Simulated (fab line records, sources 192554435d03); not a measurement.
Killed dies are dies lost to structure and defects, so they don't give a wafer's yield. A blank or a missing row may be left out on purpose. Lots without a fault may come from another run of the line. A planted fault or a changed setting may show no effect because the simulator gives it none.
fab line records | flow n5_finfet
record lots=11 wafers=31 last_day=19
route steps=1938 shown BEOL_M1@825 BEOL_M2@846 BEOL_M4@1111
lots that met no fault: from a run of the same line without faults
start_h: hours from the record's first day to the start of the lot's first wafer shown | wait_h: hours since the lot's step before | " the same as in the row above | L1.1+2: a row that stands for several wafers | - no value, or no start given | * or withheld: withheld | < > ~ a bound
route shown NAME@n: a module of which the file shows steps, and the number in the route of the first | usual: mean/standard deviation of fault-free wafers | same: alike in all rows | chamber/n: place in a boat | sites: the reading at each site | _std_site: their standard deviation | _edge_site: outer sites' mean less inner sites' | radius_mm: how far each site lies from the wafer's centre | mask NAME#n: copy n | behind: the tool/chamber that last shaped the wafer | hold: why the lot was held/for how many hours/how that ended | device: the transistor (n, p or np) that didn't switch | end of line: the same wafers' tests at the end of the route | a step without rows: its recipe alone | killed: dies lost to structure and defects at the first sort, not the wafer's yield | map: a wafer's dies, x killed, . not, _ none there
set.NAME: the setting as run; set.NAME@STEP: as run at that earlier step | model.NAME: the simulator's own value behind a step, which no gauge read
steps of the route over a sample of lots; a table a step, a row a wafer
services: from which hour (start_h, from the record's first day; less than 0 if before it) a tool's chamber was out of use, for how many hours, and why
## steps
# step N5_BEOL_M1_ANNEAL_91
# recipe temp_c=400 time_s=240 ambient=vacuum
# usual heater_power_w=859/120
# columns lot.wafer tool chamber start_h wait_h heater_power_w
L543.1 pvd_sputter-01 - 164.05 0.0 772
L543.2 " - " " 852
L543.6 " - " " 1123
L544.2 pvd_sputter-02 - 167.14 0.0 703
L544.3 " - " " 1015
L544.4 " - " " 780
L546.3 pvd_sputter-02 - 168.98 0.0 904
L546.4 " - " " 759
L546.6 " - " " 765
L548.2 pvd_sputter-02 - 171.98 0.0 718
L548.3 " - " " 1035
L548.5 " - " " 993
L555.2 pvd_sputter-01 - 225.28 0.0 885
L555.3 " - " " 845
L555.6 " - " " 1109
L557.1 pvd_sputter-03 - 233.76 0.0 786
L557.4 " - " " 884
L557.6 " - " " 786
L558.1 pvd_sputter-01 - 236.75 0.0 894
L558.4 " - " " 775
L560.1 pvd_sputter-01 - 248.25 0.0 848
L560.4 " - " " 846
L560.5 " - " " 1127
L563.4 pvd_sputter-02 - 258.23 0.0 755
L563.5 " - " " 1018
L562.1 pvd_sputter-02 - 265.83 0.0 876
L562.3 " - " " 1038
L562.4 " - " " 750
L564.1 pvd_sputter-02 - 274.47 0.0 1006
L564.2 " - " " 709
L564.5 " - " " 701
# step N5_BEOL_M1_SPUTTER_92
# recipe material=Cu target_thk_a=45 temp_c=-20 chamber_pressure_pa=0.07 power_w=withheld time_s=8.29
# usual throttle_valve_pct=30.1/0.91
# columns lot.wafer tool chamber start_h wait_h throttle_valve_pct
L543.1 pvd_sputter-01 - 164.19 0.1 28.3
L543.2 " - " " 29.6
L543.6 " - " " 30.2
L544.2 pvd_sputter-02 - 167.28 0.1 29.6
L544.3 " - " " 30.9
L544.4 " - " " 29.5
L546.3 pvd_sputter-02 - 169.12 0.1 29.7
L546.4 " - " " 29.5
L546.6 " - " " 29.6
L548.2 pvd_sputter-02 - 172.12 0.1 29.5
L548.3 " - " " 30.8
L548.5 " - " " 30.9
L555.2 pvd_sputter-01 - 225.42 0.1 30.4
L555.3 " - " " 29.8
L555.6 " - " " 30.3
L557.1 pvd_sputter-03 - 233.90 0.1 31.3
L557.4 " - " " 30.7
L557.6 " - " " 31.1
L558.1 pvd_sputter-01 - 236.89 0.1 29.4
L558.4 " - " " 28.1
L560.1 pvd_sputter-01 - 248.39 0.1 30.4
L560.4 " - " " 29.6
L560.5 " - " " 30.3
L563.4 pvd_sputter-02 - 258.37 0.1 29.6
L563.5 " - " " 30.8
L562.1 pvd_sputter-02 - 265.97 0.1 29.7
L562.3 " - " " 30.7
L562.4 " - " " 29.4
L564.1 pvd_sputter-02 - 274.61 0.1 30.7
L564.2 " - " " 29.8
L564.5 " - " " 29.7
# step N5_BEOL_M1_DEP_57
# recipe material=SiCN target_thk_a=80 temp_c=withheld precursor=3MS/NH3 pressure_torr=3 rf_w=202 time_s=14
# usual chamber_pressure_Torr=3.000/0.0061 showerhead_plenum_p_Torr=3.673/0.0097 throttle_valve_pct=8.9/0.61
# columns lot.wafer tool chamber start_h wait_h chamber_pressure_Torr showerhead_plenum_p_Torr throttle_valve_pct
L543.1 pecvd-03 1 165.79 0.0 3.012 3.674 9.2
L543.2 " 0 " " 2.998 3.679 8.9
L543.6 " 0 " " 3.002 3.674 8.7
L544.2 pecvd-02 1 168.73 0.0 2.997 3.664 9.0
L544.3 " 2 " " 3.003 3.667 8.2
L544.4 " 2 " " 3.003 3.682 8.1
L546.3 pecvd-04 1 170.54 0.0 3.004 3.681 10.0
L546.4 " 0 " " 3.009 3.688 9.4
L546.6 " 2 " " 2.995 3.670 8.9
L548.2 pecvd-04 0 174.09 0.0 2.996 3.678 9.5
L548.3 " 1 " " 2.995 3.682 10.2
L548.5 " 1 " " 2.997 3.678 10.2
L555.2 pecvd-02 1 226.84 0.0 2.998 3.646 8.7
L555.3 " 0 " " 3.001 3.685 9.0
L555.6 " 0 " " 2.996 3.673 8.6
L557.1 pecvd-04 0 235.34 0.0 3.003 3.689 9.6
L557.4 " 2 " " 3.005 3.664 9.0
L557.6 " 2 " " 2.994 3.666 8.8
L558.1 pecvd-02 2 238.42 0.0 3.000 3.680 8.2
L558.4 " 0 " " 2.996 3.679 9.0
L560.1 pecvd-03 1 249.83 0.0 3.003 3.682 9.2
L560.4 " 2 " " 3.003 3.657 7.8
L560.5 " 0 " " 3.002 3.672 8.9
L563.4 pecvd-03 1 259.80 0.0 2.998 3.680 9.0
L563.5 " 2 " " 3.006 3.667 7.9
L562.1 pecvd-02 2 267.86 0.0 2.994 3.683 8.4
L562.3 " 0 " " 3.004 3.681 8.7
L562.4 " 2 " " 2.988 3.675 8.2
L564.1 pecvd-03 0 276.11 0.0 3.002 3.680 8.8
L564.2 " 2 " " 2.998 3.668 8.1
L564.5 " 0 " " 2.988 3.678 9.1
# step N5_BEOL_M2_COAT_62
# recipe resist=SiARC temp_c=220 time_s=60 spin_rpm=1500 resist_thk_nm=12
# usual exhaust_pa=44.9/0.82 plate_temp_C=219.99/0.18 spin_speed_rpm=1499.9/1
# columns lot.wafer tool chamber start_h wait_h exhaust_pa plate_temp_C spin_speed_rpm
L543.1 litho_track-02 0 166.70 - 43.3 220.03 1498.7
L543.2 " 0 " " 44.6 219.96 1501.1
L543.6 " 0 " " 44.9 219.96 1500.5
L544.2 litho_track-04 0 170.17 - 43.9 220.15 1500.3
L544.3 " 0 " " 44.5 220.15 1500.0
L544.4 " 0 " " 44.9 220.15 1501.0
L546.3 litho_track-02 0 171.50 - 46.3 220.07 1499.9
L546.4 " 0 " " 44.8 219.97 1500.1
L546.6 " 0 " " 45.9 220.02 1499.4
L548.2 litho_track-02 0 175.35 - 45.8 220.08 1499.3
L548.3 " 0 " " 45.8 220.26 1500.2
L548.5 " 0 " " 45.1 219.83 1499.5
L555.2 litho_track-02 0 228.23 - 44.3 219.76 1635.7
L555.3 " 0 " " 43.9 220.12 1634.9
L555.6 " 0 " " 45.3 220.15 1633.5
L557.1 litho_track-02 0 235.79 - 45.1 219.97 1633.8
L557.4 " 0 " " 44.5 219.89 1633.6
L557.6 " 0 " " 45.1 220.04 1632.6
L558.1 litho_track-03 0 239.07 - 45.6 220.18 1500.2
L558.4 " 0 " " 44.0 219.92 1497.7
L560.1 litho_track-03 0 250.26 - 44.2 220.18 1499.4
L560.4 " 0 " " 45.8 220.24 1501.0
L560.5 " 0 " " 45.0 219.82 1499.7
L563.4 litho_track-04 0 262.40 - 45.7 219.98 1501.0
L563.5 " 0 " " 46.1 219.80 1500.4
L562.1 litho_track-03 0 268.68 - 45.3 219.74 1498.8
L562.3 " 0 " " 45.0 219.98 1498.9
L562.4 " 0 " " 44.3 219.80 1501.4
L564.1 litho_track-03 0 280.32 - 45.5 219.78 1499.3
L564.2 " 0 " " 46.6 219.86 1499.2
L564.5 " 0 " " 44.3 219.85 1500.9
# step N5_BEOL_M4_RC_MEAS_101
# usual DIBL_N=36.6/2.1 DIBL_P=36.5/2.7 IOFF_N=0.17/0.043 IOFF_P=0.22/0.045 ION_N=674/17 ION_P=461/9.9 SS_N=71.7/0.79 SS_P=73.4/0.79 VT_N=249/4 VT_P=-250/3.3
# columns lot.wafer tool chamber start_h wait_h DIBL_N[mV/V] DIBL_P[mV/V] IOFF_N[nA/um] IOFF_P[nA/um] ION_N[uA/um] ION_P[uA/um] SS_N[mV/dec] SS_P[mV/dec] VT_N[mV] VT_P[mV]
L543.1 prober-02 0 194.93 0.0 40.5 39.4 0.23 0.26 695 463 73.2 74.4 247 -250
L543.2 " 0 " " 37.7 35.1 0.17 0.19 676 454 72.8 73.9 250 -254
L543.6 " 0 " " 38.3 37.4 0.20 0.23 693 464 72.4 73.9 248 -248
L544.2 prober-02 0 200.10 0.2 34.9 34.8 0.16 0.26 695 487 71.3 72.6 249 -244
L544.3 " 0 " " 35.6 34.2 0.17 0.25 653 460 71.6 73.1 250 -245
L544.4 " 0 " " 36.0 34.3 0.17 0.25 679 465 71.9 73.2 248 -246
L548.2 prober-01 0 209.24 0.2 35.3 37.4 0.13 0.21 659 456 71.8 73.9 252 -251
L548.3 " 0 " " 32.8 33.5 0.10 0.16 664 462 70.7 72.6 256 -254
L548.5 " 0 " " 32.1 33.0 0.10 0.15 662 459 71.0 72.1 257 -254
L546.3 prober-02 0 215.73 0.3 39.5 41.3 0.25 0.30 692 469 73.0 74.9 244 -246
L546.4 " 0 " " 39.0 40.2 0.25 0.30 689 468 72.0 74.1 242 -245
L546.6 " 0 " " 37.1 36.6 0.20 0.23 687 465 72.0 73.9 248 -246
L555.2 prober-02 0 253.65 0.2 34.3 33.8 0.13 0.17 665 460 71.2 74.0 250 -251
L555.3 " 0 " " 39.3 40.0 0.23 0.26 699 466 72.1 74.0 242 -248
L555.6 " 0 " " 37.2 37.4 0.18 0.22 682 461 71.0 73.3 248 -249
L557.1 prober-02 0 274.00 0.0 37.2 38.4 0.15 0.22 660 455 72.0 73.3 252 -249
L557.4 " 0 " " 39.3 40.1 0.21 0.26 677 462 72.3 73.8 245 -247
L557.6 " 0 " " 35.4 35.7 0.14 0.18 668 460 71.1 72.7 248 -250
L558.1 prober-02 0 275.77 0.0 37.5 37.3 0.21 0.22 678 460 71.7 73.9 244 -250
L558.4 " 0 " " 36.2 36.1 0.18 0.20 699 469 71.6 73.4 246 -250
L560.1 prober-01 0 282.81 0.0 37.2 37.7 0.18 0.24 699 478 72.0 73.5 247 -246
L560.4 " 0 " " 36.0 36.6 0.17 0.23 678 465 71.1 73.3 246 -247
L560.5 " 0 " " 37.9 38.2 0.19 0.24 664 456 72.0 73.2 245 -249
L562.1 prober-02 0 314.36 0.0 36.5 38.2 0.16 0.23 661 455 71.5 74.0 251 -251
L562.3 " 0 " " 40.9 43.3 0.30 0.37 712 483 72.4 75.4 240 -245
L562.4 " 0 " " 36.9 38.2 0.18 0.23 682 462 71.4 74.2 247 -251
L564.1 prober-02 0 320.30 0.0 38.0 35.3 0.19 0.20 693 467 72.9 73.4 246 -252
L564.2 " 0 " " 37.7 35.8 0.16 0.20 654 445 71.8 73.4 251 -252
L564.5 " 0 " " 35.5 33.8 0.14 0.17 680 472 71.3 73.6 251 -252
L563.4 prober-02 0 340.96 0.5 34.8 32.7 0.12 0.14 672 456 70.9 72.0 254 -254
L563.5 " 0 " " 33.9 32.3 0.10 0.14 645 446 70.4 72.4 257 -256
## services
# columns tool chamber start_h hours kind
pvd_sputter-02 - 152.82 8.3 repair
pecvd-03 - 158.00 6.0 pm
pecvd-03 - 225.44 0.3 repair
pecvd-04 1 225.77 26.1 repair
pecvd-02 - 256.38 0.4 repair
## key
first_sign step=N5_BEOL_M2_COAT_62 reading=spin_speed_rpm direction=up sigmas=99+ usual=* struck=*
effect none on later readings
met_at N5_BEOL_M2_COAT_62
struck_lots L555,L557
not_acting_at N5_BEOL_M1_ANNEAL_91,N5_BEOL_M1_SPUTTER_92,N5_BEOL_M1_DEP_57
onset_between 175.35 228.23
fault kind=process_parameter_drift tool=litho_track-02 chamber=- onset_h=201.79 steps=N5_BEOL_M2_COAT_62 channel=spin_rpm offset=* shape=step end_h=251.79 acts_in=* stated=*
